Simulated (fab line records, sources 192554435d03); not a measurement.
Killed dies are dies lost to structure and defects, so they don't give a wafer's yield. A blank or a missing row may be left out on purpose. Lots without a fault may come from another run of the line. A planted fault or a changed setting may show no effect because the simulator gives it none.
Chamber matching | flow n5_finfet | N5_BEOL_M1_STRIP_36 on rie_diel-06: 4 sister chambers
The step strips in N2/H2. 8 wafers are shown with their chamber, then 7 later ones without.

WAFERS WITH THEIR CHAMBER
wafer  | chamber | showerhead_plenum_p_Torr (Torr) | throttle_valve_pct (%)
L079.6 | 1       | 2.58                            | 23.0
L081.1 | 0       | 2.47                            | 23.2
L081.5 | 2       | 2.52                            | 24.0
L083.1 | 1       | 2.57                            | 23.0
L083.2 | 3       | 2.67                            | 23.5
L083.5 | 3       | 2.67                            | 23.6
L087.1 | 2       | 2.52                            | 24.0
L087.2 | 0       | 2.46                            | 23.2

WAFERS WITHOUT THEIR CHAMBER
wafer  | showerhead_plenum_p_Torr (Torr) | throttle_valve_pct (%)
L087.6 | 2.46                            | 23.3
L091.1 | 2.57                            | 23.0
L091.3 | 2.51                            | 24.0
L091.4 | 2.46                            | 23.2
L095.2 | 2.51                            | 24.0
L095.4 | 2.46                            | 23.3
L095.5 | 2.56                            | 23.1

WHICH CHAMBER EACH WENT THROUGH
wafer  | from the rows above | in truth
L087.6 | 0                   | 0
L091.1 | 1                   | 1
L091.3 | 2                   | 2
L091.4 | 0                   | 0
L095.2 | 2                   | 2
L095.4 | 0                   | 0
L095.5 | 1                   | 1
Placed correctly: 7 of 7. Can't be placed from these rows: 0. Placed wrongly: 0.
How it was worked out, from the rows above alone: a wafer's distance from a chamber is the root of the sum, over the readings, of the square of ((its reading less the chamber's mean) divided by the reading's scatter). The wafer belongs to the nearest chamber; if the next one is less than 2 further off, it can't be placed. A chamber's mean is the mean of its shown wafers. The scatter: the root of (the sum of the squares of (reading less its chamber's mean) over the shown wafers, divided by (wafers less chambers)).
